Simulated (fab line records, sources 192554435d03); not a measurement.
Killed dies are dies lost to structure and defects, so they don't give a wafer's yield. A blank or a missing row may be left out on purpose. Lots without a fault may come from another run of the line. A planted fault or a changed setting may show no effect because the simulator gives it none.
A struck lot beside a sound one | flow n5_finfet | 18 steps out of a route of 1938
Sound: wafers L379.3, L379.4, L379.5. Struck: wafer L396.2. (L396.4, L396.6 of the same lot were not struck and are left out.) The cause comes at the end.
At each step with rows: each side's tool, then ch and its chambers, then its first start. Under that, the readings that differ: sound wafers | struck wafers | difference of the means | sigmas: that difference in standard deviations of wafers without a fault.
alike: readings whose means differ by less than 2 such deviations, and words and numbers that are the same on both sides. not compared: withheld readings, readings that some wafer has no value for, bounds like >300 that may hide the same value, and numbers for which the record gives no deviation and whose values overlap.
The two part at a step that has a row with sigmas, a row that says differs or no value, or rows on one side only. Numbers that don't overlap but have no deviation are shown without sigmas and don't part them. A reading that every wafer of one side lacks parts them only if that side has two wafers or more.

first, 8 steps without rows for these wafers: N5_PASSIVATION_HMDS_03 (time 60 s); N5_PASSIVATION_COAT_04; N5_PASSIVATION_EBR_06; N5_PASSIVATION_SOFTBAKE_05 (time 90 s); N5_PASSIVATION_EXPOSE_07 (exposes mask TV, defocus 0 nm, target cd 3000 nm); N5_PASSIVATION_PEB_08; N5_PASSIVATION_DEVELOP_09 (develop time 60 s); N5_PASSIVATION_HARDBAKE_11 (time 120 s).
N5_PASSIVATION_CD_MEAS_10: target cd 3000 nm.
  sound on cd_sem-03 ch 0, day 13 16:53; struck on cd_sem-02 ch 0, day 17 20:42
  alike: cd_nm
N5_PASSIVATION_OVL_MEAS_60:
  sound on overlay-02 ch 0, day 13 16:55; struck on overlay-02 ch 0, day 17 20:44
  alike: TV_OVL
N5_PASSIVATION_INSPECT_61: inspects for defects (macro).
  sound on defect_inspect-02, day 13 16:57; struck on defect_inspect-02, day 17 20:45
  alike: raw_defect_count
N5_PASSIVATION_DESCUM_12: chemistry O2, time 7.9 s.
  sound on rie_diel-03 ch 0,2, day 13 17:07; struck on rie_diel-03 ch 2, day 17 21:05
  alike: drypump_motor_current_A, oes_product_au, rf_vpp_V, showerhead_plenum_p_Torr, throttle_valve_pct
  not compared: rf_hours_counter_h
N5_PASSIVATION_PASS_ETCH_74: etches SiNx in CF4/O2, target depth 220 nm, time 110 s.
  sound on rie_diel-03 ch 0,2, day 13 17:10; struck on rie_diel-03 ch 2, day 17 21:08
  reading                         | sound             | struck | difference | sigmas
  rf_fwd_power_W (W)              | 532.9 534.3 534.7 | 661.2  | +127.2     | +80
  rf_vpp_V (V)                    | 249 252 250       | 225    | -25        | -4
  model.etch.depth_nm (nm)        | 222.3 220.7 222.6 | 270.5  | +48.6      |
  model.TV_OPEN.cd_offset_nm (nm) | 0.6 0.2 0         | -1.2   | -1.5       |
  alike: drypump_motor_current_A, oes_product_au, showerhead_plenum_p_Torr, throttle_valve_pct
  not compared: rf_hours_counter_h, model.coat_of_PASSIVATION_COAT_04.thk_nm
N5_PASSIVATION_VIA_ETCH_13: etches SiO2 in CHF3/O2, target depth 660 nm, time 330 s.
  sound on rie_diel-03 ch 0,2, day 13 17:16; struck on rie_diel-03 ch 2, day 17 21:14
  alike: drypump_motor_current_A, etch_rf_on_time_s, oes_product_au, rf_fwd_power_W, rf_vpp_V, showerhead_plenum_p_Torr, throttle_valve_pct
  not compared: rf_hours_counter_h, model.coat_of_PASSIVATION_COAT_04.thk_nm
N5_PASSIVATION_STRIP_14: strips in O2.
  sound on rie_diel-03 ch 0,2, day 13 17:28; struck on rie_diel-03 ch 2, day 17 21:26
  alike: drypump_motor_current_A, oes_product_au, rf_vpp_V, showerhead_plenum_p_Torr, throttle_valve_pct
  not compared: rf_hours_counter_h
N5_PASSIVATION_ETCH_15: etches SiCN in CF4/N2, target depth 75 nm, time 81.2 s.
  sound on rie_diel-03 ch 0,2; struck on rie_diel-03 ch 2
  reading                         | sound     | struck | difference | sigmas
  model.TV_OPEN.cd_offset_nm (nm) | 2.6 2.6 2 | 0      | -2         |
  alike: drypump_motor_current_A, oes_product_au, rf_fwd_power_W, rf_vpp_V, showerhead_plenum_p_Torr, throttle_valve_pct
  not compared: rf_hours_counter_h
then, 1 step without rows for these wafers: N5_PASSIVATION_STRIP_73 (strips in post etch residue remover, time 60 s).
N5_PASSIVATION_PROBE_49:
  sound on prober-02, day 13 23:49; struck on prober-02, day 18 03:55
  reading      | sound    | struck | difference | sigmas
  killed_short | 29 21 32 | 12     | -15        | -2
  alike: defect_limited_yield, killed_at_M0_to_M3, killed_at_M4_up, killed_at_contacts, killed_at_front_end, killed_at_other, killed_dies, killed_on_rim, killed_open, sort_bin_4_leakage, sort_bin_5_function, sort_bin_6_memory, sort_bin_8_speed, sort_n_pass, sort_yield_pct

WHERE THEY PART
First at N5_PASSIVATION_PASS_ETCH_74; last, within this record, at N5_PASSIVATION_PROBE_49.

WHY: what the simulator had put in
Process parameter drift: rie_diel-03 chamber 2, from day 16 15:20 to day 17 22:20, at N5_PASSIVATION_PASS_ETCH_74. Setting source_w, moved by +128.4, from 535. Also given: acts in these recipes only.
